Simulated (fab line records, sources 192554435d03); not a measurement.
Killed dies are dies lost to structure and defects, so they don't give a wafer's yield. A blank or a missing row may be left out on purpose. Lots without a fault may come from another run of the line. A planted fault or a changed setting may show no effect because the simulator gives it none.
Chamber matching | flow n5_finfet | N5_BEOL_M13_ETCH_59 on rie_diel-01: 4 sister chambers
The step etches BARC in N2/H2, target depth 89 nm, overetch 26.7 nm, time 67.9 s. 16 wafers are shown with their chamber, then 8 later ones without.

WAFERS WITH THEIR CHAMBER
wafer  | chamber | showerhead_plenum_p_Torr (Torr) | drypump_motor_current_A (A) | throttle_valve_pct (%)
L074.2 | 0       | 2.60                            | 6.3                         | 17.4
L074.3 | 1       | 2.50                            | 6.0                         | 17.9
L074.4 | 3       | 2.45                            | 5.8                         | 18.1
L076.1 | 3       | 2.45                            | 5.8                         | 18.2
L076.2 | 2       | 2.61                            | 5.5                         | 18.3
L076.5 | 2       | 2.61                            | 5.5                         | 18.3
L077.3 | 2       | 2.61                            | 5.5                         | 18.3
L077.4 | 0       | 2.59                            | 6.3                         | 17.4
L077.6 | 3       | 2.45                            | 5.8                         | 18.2
L079.2 | 0       | 2.59                            | 6.3                         | 17.4
L079.3 | 1       | 2.50                            | 5.9                         | 17.5
L079.6 | 0       | 2.59                            | 6.3                         | 17.4
L081.1 | 0       | 2.59                            | 6.3                         | 17.4
L081.2 | 1       | 2.50                            | 5.9                         | 17.5
L081.6 | 2       | 2.61                            | 5.5                         | 18.3
L083.3 | 0       | 2.59                            | 6.3                         | 17.4

SIGNATURES (means of the wafers above)
reading                  | chamber 0 | chamber 1 | chamber 2 | chamber 3 | scatter within a chamber
showerhead_plenum_p_Torr | 2.5917    | 2.5000    | 2.6100    | 2.4500    | 0.00264
drypump_motor_current_A  | 6.300     | 5.933     | 5.500     | 5.800     | 0.0236
throttle_valve_pct       | 17.400    | 17.633    | 18.300    | 18.167    | 0.0972
Rule: a wafer's distance from a chamber is the root of the sum, over the readings, of the square of ((its reading less the chamber's mean) divided by the reading's scatter). The wafer belongs to the nearest chamber; if the next one is less than 2 further off, it can't be placed. The scatter: the root of (the sum of the squares of (reading less its chamber's mean) over the shown wafers, divided by (wafers less chambers)).

WAFERS WITHOUT THEIR CHAMBER
wafer  | showerhead_plenum_p_Torr (Torr) | drypump_motor_current_A (A) | throttle_valve_pct (%)
L083.4 | 2.44                            | 5.8                         | 18.2
L083.5 | 2.59                            | 6.3                         | 17.4
L093.3 | 2.49                            | 5.9                         | 17.6
L093.5 | 2.43                            | 5.8                         | 18.2
L093.6 | 2.60                            | 5.5                         | 17.9
L096.1 | 2.60                            | 5.5                         | 17.9
L096.2 | 2.49                            | 5.9                         | 17.6
L096.4 | 2.58                            | 6.3                         | 17.4

WHICH CHAMBER EACH WENT THROUGH
wafer  | from the rows above | in truth
L083.4 | 3                   | 3
L083.5 | 0                   | 0
L093.3 | 1                   | 1
L093.5 | 3                   | 3
L093.6 | 2                   | 2
L096.1 | 2                   | 2
L096.2 | 1                   | 1
L096.4 | 0                   | 0
Placed correctly: 8 of 8. Can't be placed from these rows: 0. Placed wrongly: 0.
